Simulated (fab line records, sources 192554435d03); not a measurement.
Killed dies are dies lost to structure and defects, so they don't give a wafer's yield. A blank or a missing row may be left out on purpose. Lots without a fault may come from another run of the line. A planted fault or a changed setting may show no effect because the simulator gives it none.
Chamber matching | flow n5_finfet | N5_BEOL_M13_ETCH_68 on rie_diel-02: 4 sister chambers
The step etches SOC in N2/H2, time 355 s. 16 wafers are shown with their chamber, then 8 later ones without.

WAFERS WITH THEIR CHAMBER
wafer  | chamber | showerhead_plenum_p_Torr (Torr) | drypump_motor_current_A (A) | throttle_valve_pct (%)
L076.1 | 0       | 2.51                            | 5.2                         | 17.64
L076.4 | 1       | 2.37                            | 6.0                         | 17.69
L076.6 | 1       | 2.37                            | 6.0                         | 17.69
L080.2 | 3       | 2.44                            | 6.2                         | 17.53
L080.4 | 1       | 2.37                            | 6.0                         | 17.68
L080.5 | 1       | 2.37                            | 6.0                         | 17.69
L081.1 | 0       | 2.51                            | 5.3                         | 17.66
L081.4 | 0       | 2.51                            | 5.2                         | 17.66
L081.5 | 3       | 2.44                            | 6.2                         | 17.55
L084.1 | 3       | 2.43                            | 6.2                         | 17.54
L084.2 | 1       | 2.37                            | 6.0                         | 17.71
L084.5 | 0       | 2.51                            | 5.3                         | 17.68
L089.2 | 0       | 2.50                            | 5.3                         | 17.68
L089.4 | 2       | 2.69                            | 5.7                         | 17.96
L089.6 | 3       | 2.43                            | 6.2                         | 17.57
L091.1 | 3       | 2.43                            | 6.2                         | 17.56

SIGNATURES (means of the wafers above)
reading                  | chamber 0 | chamber 1 | chamber 2 | chamber 3 | scatter within a chamber
showerhead_plenum_p_Torr | 2.5080    | 2.3700    | 2.6900    | 2.4340    | 0.00408
drypump_motor_current_A  | 5.260     | 6.000     | 5.700     | 6.200     | 0.0316
throttle_valve_pct       | 17.6640   | 17.6920   | 17.9600   | 17.5500   | 0.0147
Rule: a wafer's distance from a chamber is the root of the sum, over the readings, of the square of ((its reading less the chamber's mean) divided by the reading's scatter). The wafer belongs to the nearest chamber; if the next one is less than 2 further off, it can't be placed. The scatter: the root of (the sum of the squares of (reading less its chamber's mean) over the shown wafers, divided by (wafers less chambers)).

WAFERS WITHOUT THEIR CHAMBER
wafer  | showerhead_plenum_p_Torr (Torr) | drypump_motor_current_A (A) | throttle_valve_pct (%)
L091.3 | 2.69                            | 5.7                         | 17.97
L091.6 | 2.50                            | 5.2                         | 17.69
L093.2 | 2.69                            | 5.7                         | 17.98
L093.3 | 2.42                            | 6.2                         | 17.59
L093.5 | 2.69                            | 5.7                         | 17.98
L094.1 | 2.69                            | 5.7                         | 18.00
L094.4 | 2.42                            | 6.2                         | 17.60
L094.5 | 2.42                            | 6.2                         | 17.60

WHICH CHAMBER EACH WENT THROUGH
wafer  | from the rows above | in truth
L091.3 | 2                   | 2
L091.6 | 0                   | 0
L093.2 | 2                   | 2
L093.3 | 3                   | 3
L093.5 | 2                   | 2
L094.1 | 2                   | 2
L094.4 | 3                   | 3
L094.5 | 3                   | 3
Placed correctly: 8 of 8. Can't be placed from these rows: 0. Placed wrongly: 0.
